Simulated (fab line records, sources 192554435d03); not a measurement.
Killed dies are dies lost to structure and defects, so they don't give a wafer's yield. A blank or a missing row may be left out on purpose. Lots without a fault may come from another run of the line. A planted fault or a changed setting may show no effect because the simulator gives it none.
fab line records | flow n5_finfet
record lots=9 wafers=27 last_day=17
route steps=1938 shown START@1 ZERO_LAYER@13 WELL_APT@34 PMOS_HMC_CHANNEL_EPI@67 BEOL_M4@1111 PASSIVATION@1936
lots that met no fault: from a run of the same line without faults
start_h: hours from the record's first day to the start of the lot's first wafer shown | wait_h: hours since the lot's step before | " the same as in the row above | L1.1+2: a row that stands for several wafers | - no value, or no start given | * or withheld: withheld | < > ~ a bound
route shown NAME@n: a module of which the file shows steps, and the number in the route of the first | usual: mean/standard deviation of fault-free wafers | same: alike in all rows | chamber/n: place in a boat | sites: the reading at each site | _std_site: their standard deviation | _edge_site: outer sites' mean less inner sites' | radius_mm: how far each site lies from the wafer's centre | mask NAME#n: copy n | behind: the tool/chamber that last shaped the wafer | hold: why the lot was held/for how many hours/how that ended | device: the transistor (n, p or np) that didn't switch | end of line: the same wafers' tests at the end of the route | a step without rows: its recipe alone | killed: dies lost to structure and defects at the first sort, not the wafer's yield | map: a wafer's dies, x killed, . not, _ none there
set.NAME: the setting as run; set.NAME@STEP: as run at that earlier step | model.NAME: the simulator's own value behind a step, which no gauge read
steps of the route over a sample of lots; a table a step, a row a wafer
services: from which hour (start_h, from the record's first day; less than 0 if before it) a tool's chamber was out of use, for how many hours, and why
## steps
# step N5_START_INSPECT_01
# recipe inspect_instrument=unpatterned_scan mode=incoming
# usual raw_defect_count=5.8/2.5
# columns lot.wafer tool chamber start_h wait_h raw_defect_count
L198.1 defect_inspect-02 - 24.03 - 6
L198.2 " - " " 4
L198.4 " - " " 8
L200.2 defect_inspect-01 - 36.03 - 4
L200.3 " - " " 7
L200.5 " - " " 5
L202.1 defect_inspect-01 - 48.03 - 2
L202.2 " - " " 7
L202.4 " - " " 5
L209.1 defect_inspect-02 - 90.03 - 6
L209.4 " - " " 6
L209.5 " - " " 6
L211.3 defect_inspect-02 - 102.03 - 4
L211.4 " - " " 4
L211.6 " - " " 3
L212.4 defect_inspect-02 - 108.04 - 3
L212.5 " - " " 6
L212.6 " - " " 5
L213.2 defect_inspect-02 - 114.04 - 10
L213.3 " - " " 4
L213.5 " - " " 6
L216.2 defect_inspect-01 - 132.03 - 4
L216.4 " - " " 5
L216.6 " - " " 3
L218.2 defect_inspect-01 - 144.03 - 4
L218.4 " - " " 5
L218.6 " - " " 4
# step N5_ZERO_LAYER_CD_MEAS_11
# recipe target_cd_nm=2000 landing_energy_ev=500 detector=se_inlens
# usual cd_nm=1998.3/2.3
# same landing_energy_ev=500
# columns lot.wafer tool chamber start_h wait_h cd_nm
L198.1 cd_sem-02 0 24.77 - 1998.5
L198.2 " 0 " " 1998.2
L198.4 " 0 " " 1995.5
L200.2 cd_sem-01 0 36.64 - 1998.6
L200.3 " 0 " " 2001.6
L200.5 " 0 " " 1998.7
L202.1 cd_sem-02 0 48.83 - 2000.9
L202.2 " 0 " " 1999.2
L202.4 " 0 " " 1996.8
L209.1 cd_sem-02 0 90.77 - 1995.1
L209.4 " 0 " " 1998.9
L209.5 " 0 " " 2001.8
L211.3 cd_sem-03 0 102.77 - 1999.2
L211.4 " 0 " " 1998.2
L211.6 " 0 " " 1996.4
L212.4 cd_sem-01 0 108.77 - 1996.8
L212.5 " 0 " " 2003.6
L212.6 " 0 " " 1998.0
L213.2 cd_sem-03 0 114.77 - 1997.4
L213.3 " 0 " " 1995.5
L213.5 " 0 " " 1995.3
L216.2 cd_sem-01 0 132.77 - 1996.6
L216.4 " 0 " " 2002.4
L216.6 " 0 " " 2000.3
L218.2 cd_sem-03 0 144.78 - 1998.4
L218.4 " 0 " " 1998.1
L218.6 " 0 " " 1995.5
# step N5_WELL_APT_STRIP_16
# recipe chemistry=SPM time_s=900 temp_c=130 h2so4_h2o2_vol_ratio=4 dry=ipa_marangoni
# columns lot.wafer tool chamber start_h wait_h
L198.1+2+4 wet_bench-04 6,7,0 27.29 0.2
L200.2+3+5 wet_bench-04 6,3,7 38.35 0.1
L202.1+2+4 wet_bench-04 4,1,0 51.56 0.2
L209.1+4+5 wet_bench-04 3,1,4 92.50 0.2
L211.3+4+6 wet_bench-03 1,0,6 105.11 0.1
L212.4+5+6 wet_bench-02 4,5,6 110.25 0.1
L213.2+3+5 wet_bench-03 5,6,1 116.43 0.1
L216.2+4+6 wet_bench-03 7,5,2 134.25 0.1
L218.2+4+6 wet_bench-04 6,4,5 146.30 0.2
# step N5_WELL_APT_INSPECT_27
# recipe mode=adi inspect_instrument=macro
# usual raw_defect_count=2.0/1.6
# columns lot.wafer tool chamber start_h wait_h raw_defect_count
L198.1 defect_inspect-01 - 28.14 0.0 1
L198.2 " - " " 1
L198.4 " - " " 1
L200.2 defect_inspect-02 - 39.20 0.0 4
L200.3 " - " " 2
L200.5 " - " " 1
L202.1 defect_inspect-01 - 52.16 0.0 260
L202.2 " - " " 274
L202.4 " - " " 222
L209.1 defect_inspect-01 - 93.22 0.0 230
L209.4 " - " " 255
L209.5 " - " " 255
L211.3 defect_inspect-01 - 105.72 0.0 0
L211.4 " - " " 2
L211.6 " - " " 2
L212.4 defect_inspect-02 - 110.86 0.0 1
L212.5 " - " " 2
L212.6 " - " " 3
L213.2 defect_inspect-01 - 117.04 0.0 3
L213.3 " - " " 3
L213.5 " - " " 1
L216.2 defect_inspect-02 - 134.88 0.0 2
L216.4 " - " " 3
L216.6 " - " " 1
L218.2 defect_inspect-02 - 146.91 0.0 2
L218.4 " - " " 1
L218.6 " - " " 2
# step N5_WELL_APT_RTA_34
# recipe temp_c=1000 time_s=10 ambient=N2 idle_temp_c=600 ramp_up_c_per_s=150 ramp_down_c_per_s=60 cool_to_c=600
# usual lamp_power_pct=13.00/0.053 wafer_temp_C_max=1003.7/1.1
# columns lot.wafer tool chamber start_h wait_h lamp_power_pct wafer_temp_C_max
L198.1 rtp_anneal-02 0 29.03 0.1 13.04 1003.3
L198.2 " 0 " " 13.04 1003.5
L198.4 " 0 " " 13.06 1003.3
L200.2 rtp_anneal-02 0 40.38 0.0 13.10 1003.7
L200.3 " 0 " " 13.04 1004.4
L200.5 " 0 " " 12.93 1004.7
L202.1 rtp_anneal-02 0 52.96 0.0 12.96 1004.4
L202.2 " 0 " " 13.02 1002.8
L202.4 " 0 " " 12.97 1003.4
L209.1 rtp_anneal-02 0 94.11 0.1 13.10 1004.0
L209.4 " 0 " " 13.03 1004.4
L209.5 " 0 " " 12.99 1001.2
L211.3 rtp_anneal-02 0 106.61 0.1 13.00 1004.3
L211.4 " 0 " " 13.01 1003.5
L211.6 " 0 " " 13.07 1003.0
L212.4 rtp_anneal-02 0 111.93 0.3 12.95 1002.7
L212.5 " 0 " " 13.11 1004.3
L212.6 " 0 " " 12.99 1003.5
L213.2 rtp_anneal-01 0 118.18 0.0 12.94 1003.7
L213.3 " 0 " " 13.00 1002.6
L213.5 " 0 " " 13.01 1002.8
L216.2 rtp_anneal-01 0 135.70 0.0 12.91 1004.4
L216.4 " 0 " " 13.10 1004.5
L216.6 " 0 " " 13.00 1003.6
L218.2 rtp_anneal-01 0 147.72 0.0 13.04 1001.6
L218.4 " 0 " " 13.03 1004.2
L218.6 " 0 " " 13.03 1004.4
# step N5_WELL_APT_INSPECT_38
# recipe inspect_instrument=darkfield mode=post_epi
# usual raw_defect_count=14/5.2
# columns lot.wafer tool chamber start_h wait_h raw_defect_count
L198.1 defect_inspect-01 - 29.92 0.5 11
L198.2 " - " " 8
L198.4 " - " " 10
L200.2 defect_inspect-02 - 41.23 0.4 19
L200.3 " - " " 19
L200.5 " - " " 14
L202.1 defect_inspect-02 - 53.83 0.5 288
L202.2 " - " " 284
L202.4 " - " " 246
L209.1 defect_inspect-02 - 95.01 0.5 243
L209.4 " - " " 270
L209.5 " - " " 279
L211.3 defect_inspect-01 - 107.66 0.4 19
L211.4 " - " " 20
L211.6 " - " " 14
L212.4 defect_inspect-02 - 112.96 0.3 4
L212.5 " - " " 10
L212.6 " - " " 5
L213.2 defect_inspect-02 - 119.03 0.4 30
L213.3 " - " " 9
L213.5 " - " " 15
L216.2 defect_inspect-01 - 136.55 0.4 16
L216.4 " - " " 12
L216.6 " - " " 12
L218.2 defect_inspect-02 - 148.60 0.5 15
L218.4 " - " " 14
L218.6 " - " " 8
# step N5_PMOS_HMC_CHANNEL_EPI_INSPECT_11
# recipe mode=adi inspect_instrument=macro
# usual raw_defect_count=2.1/1.6
# columns lot.wafer tool chamber start_h wait_h raw_defect_count
L198.1 defect_inspect-01 - 30.43 0.0 1
L198.2 " - " " 2
L198.4 " - " " 3
L200.2 defect_inspect-01 - 41.60 0.0 1
L200.3 " - " " 2
L200.5 " - " " 1
L202.1 defect_inspect-01 - 54.33 0.0 272
L202.2 " - " " 278
L202.4 " - " " 231
L209.1 defect_inspect-01 - 95.50 0.0 233
L209.4 " - " " 253
L209.5 " - " " 270
L211.3 defect_inspect-01 - 108.16 0.0 3
L211.4 " - " " 3
L211.6 " - " " 1
L212.4 defect_inspect-02 - 113.45 0.0 2
L212.5 " - " " 0
L212.6 " - " " 1
L213.2 defect_inspect-02 - 119.40 0.0 3
L213.3 " - " " 3
L213.5 " - " " 2
L216.2 defect_inspect-01 - 137.05 0.0 2
L216.4 " - " " 6
L216.6 " - " " 4
L218.2 defect_inspect-02 - 149.10 0.0 3
L218.4 " - " " 1
L218.6 " - " " 0
# step N5_BEOL_M4_RC_MEAS_101
# usual DIBL_N=36.7/2.4 DIBL_P=37.4/2.9 IOFF_N=0.18/0.05 IOFF_P=0.23/0.058 ION_N=683/16 ION_P=467/11 SS_N=71.7/0.77 SS_P=73.5/0.87 VT_N=249/4.3 VT_P=-250/4.4
# columns lot.wafer tool chamber start_h wait_h DIBL_N[mV/V] DIBL_P[mV/V] IOFF_N[nA/um] IOFF_P[nA/um] ION_N[uA/um] ION_P[uA/um] SS_N[mV/dec] SS_P[mV/dec] VT_N[mV] VT_P[mV]
L198.1 prober-01 0 173.25 0.0 40.3 40.8 0.21 0.26 705 477 72.5 74.6 248 -248
L198.2 " 0 " " 39.0 38.0 0.17 0.21 685 461 72.2 73.5 250 -254
L198.4 " 0 " " 38.0 38.5 0.17 0.23 665 456 71.6 73.4 250 -252
L200.2 prober-01 0 190.50 0.2 37.9 36.9 0.17 0.20 657 450 72.0 73.5 251 -251
L200.3 " 0 " " 33.1 32.0 0.11 0.14 679 458 71.3 71.7 252 -257
L200.5 " 0 " " 34.5 32.7 0.12 0.14 660 447 70.7 72.0 257 -256
L202.1 prober-01 0 201.04 0.0 36.1 36.6 0.17 0.26 687 481 71.3 73.1 246 -246
L202.2 " 0 " " 37.2 36.7 0.17 0.24 664 454 72.0 73.6 249 -246
L202.4 " 0 " " 36.5 36.5 0.17 0.24 688 474 71.9 73.3 249 -248
L209.1 prober-01 0 244.39 0.0 39.9 40.6 0.24 0.30 686 472 72.7 74.0 245 -245
L209.4 " 0 " " 40.1 41.1 0.24 0.30 701 468 73.2 74.5 249 -246
L209.5 " 0 " " 38.0 40.3 0.19 0.28 673 465 71.8 74.7 247 -243
L211.3 prober-01 0 251.78 0.3 35.1 35.5 0.17 0.21 667 459 71.8 73.4 250 -249
L211.4 " 0 " " 35.5 35.2 0.16 0.20 662 451 71.6 72.3 251 -251
L211.6 " 0 " " 36.0 37.2 0.18 0.22 672 461 72.4 73.4 250 -250
L212.4 prober-01 0 259.35 0.5 39.2 41.4 0.21 0.29 693 474 72.1 74.3 249 -245
L212.5 " 0 " " 36.9 37.3 0.16 0.22 668 459 71.3 72.6 250 -251
L212.6 " 0 " " 36.5 37.2 0.14 0.20 665 456 71.3 73.1 253 -253
L213.2 prober-02 0 260.05 0.2 34.8 37.0 0.14 0.21 662 461 71.4 73.7 254 -249
L213.3 " 0 " " 32.5 34.5 0.11 0.17 665 463 70.2 72.6 258 -253
L213.5 " 0 " " 34.2 36.5 0.13 0.19 658 460 70.7 73.0 255 -252
L216.2 prober-01 0 285.61 0.2 37.9 40.9 0.19 0.23 669 459 72.2 73.8 248 -251
L216.4 " 0 " " 34.5 35.3 0.13 0.15 664 449 71.4 72.8 251 -256
L216.6 " 0 " " 35.7 38.1 0.16 0.19 666 449 71.5 73.4 247 -254
L218.2 prober-02 0 304.06 0.2 37.8 37.7 0.18 0.20 684 457 71.9 74.1 248 -254
L218.4 " 0 " " 34.3 34.0 0.11 0.15 670 468 71.0 72.7 254 -258
L218.6 " 0 " " 33.2 33.0 0.10 0.14 668 462 70.1 72.2 257 -260
# step N5_PASSIVATION_PROBE_49
# usual defect_limited_yield=91.4/1.6 killed_at_M0_to_M3=31/11 killed_at_M4_up=14/5.7 killed_at_contacts=12/6 killed_at_front_end=41/13 killed_at_other=3.3/2.8 killed_dies=101/19 killed_open=67/14 killed_short=33/8.2 sort_bin_5_function=5.0/1.1 sort_bin_6_memory=3.3/0.74 sort_n_pass=1078/20 sort_yield_pct=91.3/1.7
# same gross_dies=1180 killed_at_back_side=0 sort_bin_4_leakage[%]=0 sort_bin_8_speed[%]=0
# columns lot.wafer tool chamber start_h wait_h defect_limited_yield[%] killed_at_M0_to_M3 killed_at_M4_up killed_at_contacts killed_at_front_end killed_at_other killed_dies killed_open killed_short sort_bin_5_function[%] sort_bin_6_memory[%] sort_n_pass sort_yield_pct[%]
L202.1 prober-02 - 306.35 0.0 86.5 32 3 13 111 0 159 54 44 8.1 4.1 1021 86.5
L202.2 prober-02 - 306.40 0.1 83.4 27 13 15 141 0 196 61 28 10.2 5.0 984 83.4
L202.4 prober-02 - 306.50 0.2 87.2 22 3 9 116 1 151 41 22 8.0 4.2 1029 87.2
L209.1 prober-01 - 354.77 0.0 87.9 19 21 6 94 3 143 75 17 7.7 3.6 1037 87.9
L209.4 prober-01 - 354.92 0.2 84.2 20 17 7 137 5 186 64 30 10.6 3.7 994 84.2
L209.5 prober-01 - 354.97 0.2 84.4 30 28 9 114 3 184 80 40 9.7 4.6 996 84.4
L211.3 prober-01 - 364.70 0.1 91.8 34 11 5 44 3 97 62 34 4.7 3.4 1083 91.8
L211.4 prober-01 - 364.75 0.2 94.1 15 11 4 38 2 70 49 19 2.8 3.1 1110 94.1
L211.6 prober-01 - 364.85 0.3 94.1 15 10 10 35 0 70 56 14 3.7 2.1 1110 94.1
# killed by level:class
L202.1 WELL_APT:unspecified=61 FIN_SAQP:geometric_particle:short=12 STI_FIN_REVEAL:geometric_particle:open=11 MOL_CONTACT_COAG:geometric_particle:open=8 BEOL_M2:geometric_particle:open=8 GATE_CUT:geometric_particle:short=6 BEOL_M0_SAQP:geometric_particle:open=6 BEOL_M0_SAQP:geometric_particle:short=5
L202.2 WELL_APT:unspecified=104 MOL_CONTACT_COAG:geometric_particle:open=13 BEOL_M1:geometric_particle:open=9 FIN_SAQP:geometric_particle:open=7 BEOL_M4:geometric_particle:open=7 FIN_SAQP:geometric_particle:short=6 STI_FIN_REVEAL:geometric_particle:open=4 DUMMY_GATE:geometric_particle:open=4
L202.4 WELL_APT:unspecified=88 MOL_CONTACT_COAG:geometric_particle:open=8 DUMMY_GATE:geometric_particle:open=7 BEOL_M3:geometric_particle:open=7 BEOL_M0_SAQP:geometric_particle:short=4 STARTING-WAFER:geometric_particle:open=4 FIN_SAQP:geometric_particle:short=3 STI_FIN_REVEAL:geometric_particle:open=3
L209.1 WELL_APT:unspecified=50 STI_FIN_REVEAL:geometric_particle:open=23 BEOL_M4:geometric_particle:open=12 MOL_CONTACT_COAG:geometric_particle:open=6 FIN_SAQP:geometric_particle:open=5 STARTING-WAFER:geometric_particle:open=5 STI_FIN_REVEAL:geometric_particle:short=3 BEOL_M0_SAQP:geometric_particle:open=3
L209.4 WELL_APT:unspecified=90 STI_FIN_REVEAL:geometric_particle:open=24 FIN_SAQP:geometric_particle:short=8 MOL_CONTACT_COAG:geometric_particle:open=7 BEOL_M4:geometric_particle:open=7 STI_FIN_REVEAL:geometric_particle:short=4 BEOL_M0_SAQP:geometric_particle:open=4 BEOL_M3:geometric_particle:open=4
L209.5 WELL_APT:unspecified=63 STI_FIN_REVEAL:geometric_particle:open=25 BEOL_M4:geometric_particle:open=13 BEOL_M0_SAQP:geometric_particle:short=8 MOL_CONTACT_COAG:geometric_particle:open=7 GATE_CUT:geometric_particle:short=6 BEOL_M2:geometric_particle:open=6 STI_FIN_REVEAL:geometric_particle:short=4
L211.3 BEOL_M3:geometric_particle:open=17 STI_FIN_REVEAL:geometric_particle:open=12 FIN_SAQP:geometric_particle:short=9 BEOL_M2:geometric_particle:open=6 FIN_SAQP:geometric_particle:open=5 BEOL_M4:geometric_particle:open=4 STARTING-WAFER:geometric_particle:open=4 DUMMY_GATE:geometric_particle:open=3
L211.4 FIN_SAQP:geometric_particle:open=9 DUMMY_GATE:geometric_particle:open=6 ILD0:geometric_particle:short=5 STARTING-WAFER:geometric_particle:open=4 FIN_SAQP:geometric_particle:short=3 ILD0:geometric_particle:open=3 MOL_CONTACT_COAG:geometric_particle:open=3 BEOL_M0_SAQP:geometric_particle:open=3
L211.6 MOL_CONTACT_COAG:geometric_particle:open=9 FIN_SAQP:geometric_particle:open=7 STI_FIN_REVEAL:geometric_particle:open=6 BEOL_M2:geometric_particle:open=5 BEOL_M3:geometric_particle:open=5 GATE_CUT:geometric_particle:short=4 FIN_CUT:geometric_particle:open=4 DUMMY_GATE:geometric_particle:open=4
## services
# columns tool chamber start_h hours kind
rtp_anneal-02 - 53.43 4.3 pm
wet_bench-04 - 64.24 4.4 pm
## key
first_sign step=N5_WELL_APT_INSPECT_27 reading=raw_defect_count direction=up sigmas=99+ usual=2.0 struck=249.3
effect step=N5_WELL_APT_INSPECT_38 reading=raw_defect_count direction=up sigmas=49 usual=14 struck=268
effect step=N5_PMOS_HMC_CHANNEL_EPI_INSPECT_11 reading=raw_defect_count direction=up sigmas=99+ usual=2.1 struck=256.2
effect step=N5_PASSIVATION_PROBE_49 reading=killed_at_front_end direction=up sigmas=6 usual=41 struck=119
more_kills_born_at N5_WELL_APT_STRIP_16@wet_bench-04=456
met_at N5_WELL_APT_STRIP_16
struck_lots L202,L209
not_acting_at N5_START_INSPECT_01,N5_ZERO_LAYER_CD_MEAS_11,N5_WELL_APT_RTA_34
onset_between 38.35 51.56
fault kind=chamber_particle_source tool=wet_bench-04 chamber=- onset_h=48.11 steps=N5_WELL_APT_STRIP_16 rate_per_visit_cm2=0.37972 end_h=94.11
